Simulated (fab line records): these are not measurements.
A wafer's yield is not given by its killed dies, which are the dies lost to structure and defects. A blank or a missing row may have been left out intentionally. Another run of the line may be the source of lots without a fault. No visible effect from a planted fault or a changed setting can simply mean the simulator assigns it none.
Struck lot and sound lot, side by side	flow n5-finfet	14 steps out of a route of 1938
Sound: wafers L568.1, L568.2, L568.5. Struck: wafers L572.1, L572.5 (left out: L572.4, a lot-mate that was not struck); the cause follows at the end.
For every step that has rows: the tool of each side, followed by ch and its chambers, followed by its first start. Under that, the readings that differ: sound wafers	struck wafers	difference of the means	sigmas: that difference in standard deviations of wafers without a fault.
alike: a reading whose means differ by less than 2 such deviations, as well as words and numbers matching on both sides. not compared: withheld readings; readings where some wafer has no value; bounds like >300 that might hide an equal value; numbers whose values overlap and for which the record gives no deviation.
The two part at a step that has a row with sigmas, a row that says differs or no value, or rows on one side only. Numbers that have no deviation but don't overlap get no sigmas and don't part them. A reading that every wafer of one side lacks parts them only if that side has two wafers or more.

first, 10 steps without rows for these wafers: N5_FIN_CUT_DESCUM_13 (chemistry O2, time 7 s); N5_FIN_CUT_ETCH_30 (etches underlayer in N2/H2, target depth 13 nm, time 10.4 s); N5_FIN_CUT_ETCH_20 (etches SiARC in CF4, target depth 26 nm, time 43.3 s); N5_FIN_CUT_ETCH_21 (etches SOC in N2/H2, target depth 219 nm, overetch 43.8 nm, time 523.5 s); N5_FIN_CUT_STRIP_23 (strips in N2/H2); N5_FIN_CUT_STRIP_31 (strips in N2/H2); N5_FIN_CUT_STRIP_24 (strips in CF4); N5_FIN_CUT_CUT_ETCH_26 (etches SiNx in CH3F/O2, target depth 39 nm, time 55.7 s); N5_FIN_CUT_CUT_ETCH_27 (etches SiO2 in CHF3/O2, target depth 4 nm, overetch 2 nm, time 4.9 s); N5_FIN_CUT_PRECLEAN_35 (cleans in vHF, time 13.3 s).
N5_FIN_CUT_CUT_ETCH_15: etches Si in HBr/Cl2/O2, target depth 100 nm, bt time 10 s, time 42.4 s.
  sound on rie-si-04 ch 0,2, day 2 08:43; struck on rie-si-04 ch 1,2, day 3 10:53
reading	sound	struck	difference	sigmas
oes-product-au (a.u.)	1.001 1.010 0.987	0.964 0.970	-0.032	-3
model.FIN_CUT.feature-depth-nm (nm)	102.6 99.2 102	77.2 80.6	-22.4	
model.etch.depth-nm (nm)	102.6 99.17 101.9	77.25 80.64	-22.28	
model.SOC_of_FIN_CUT_COAT_18.thk-nm (nm)	169 169.8 170.6	178 177.2	+8	
  alike: HBr_flow_sccm, drypump-motor-current-A, oes_o_777_au, throttle-valve-pct
  not compared: rf-fwd-power-W, rf-hours-counter-h
N5_FIN_CUT_CUT_ETCH_28: etches Si in HBr/Cl2/O2, target depth 6 nm, time 2.4 s.
  sound on rie-si-04 ch 0,2, day 2 08:46; struck on rie-si-04 ch 1,2, day 3 10:56
reading	sound	struck	difference	sigmas
model.SOC_of_FIN_CUT_COAT_18.thk-nm (nm)	167.2 168 168.8	176.2 175.6	+7.9	
  alike: HBr_flow_sccm, drypump-motor-current-A, oes_o_777_au, oes-product-au, throttle-valve-pct
  not compared: rf-fwd-power-W, rf-hours-counter-h
then, 1 step without rows for these wafers: N5_FIN_CUT_STRIP_22 (strips in N2/H2).
-- record jumps: 6 days separate the struck wafers' starts on either side; left off in module FIN_CUT, taken up again in module BEOL_M4, whose first shown step is the route's number 1111 --
N5_BEOL_M4_RC_MEAS_101:
  sound on prober-02 ch 0, day 8 01:46; struck on prober-02 ch 0, day 8 23:47
  alike: DIBL_N, DIBL_P, IOFF_N, IOFF_P, ION_N, ION_P, SS_N, SS_P, VT_N, VT_P

== WHERE THEY PART ==
Only at N5_FIN_CUT_CUT_ETCH_15, within this record. Later steps at which nothing parts them and some readings are alike: N5_FIN_CUT_CUT_ETCH_28, N5_BEOL_M4_RC_MEAS_101.

WHY: what had been put in by the simulator
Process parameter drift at N5_FIN_CUT_CUT_ETCH_15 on rie-si-04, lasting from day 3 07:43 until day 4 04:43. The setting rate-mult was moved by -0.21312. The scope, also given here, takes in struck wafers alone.
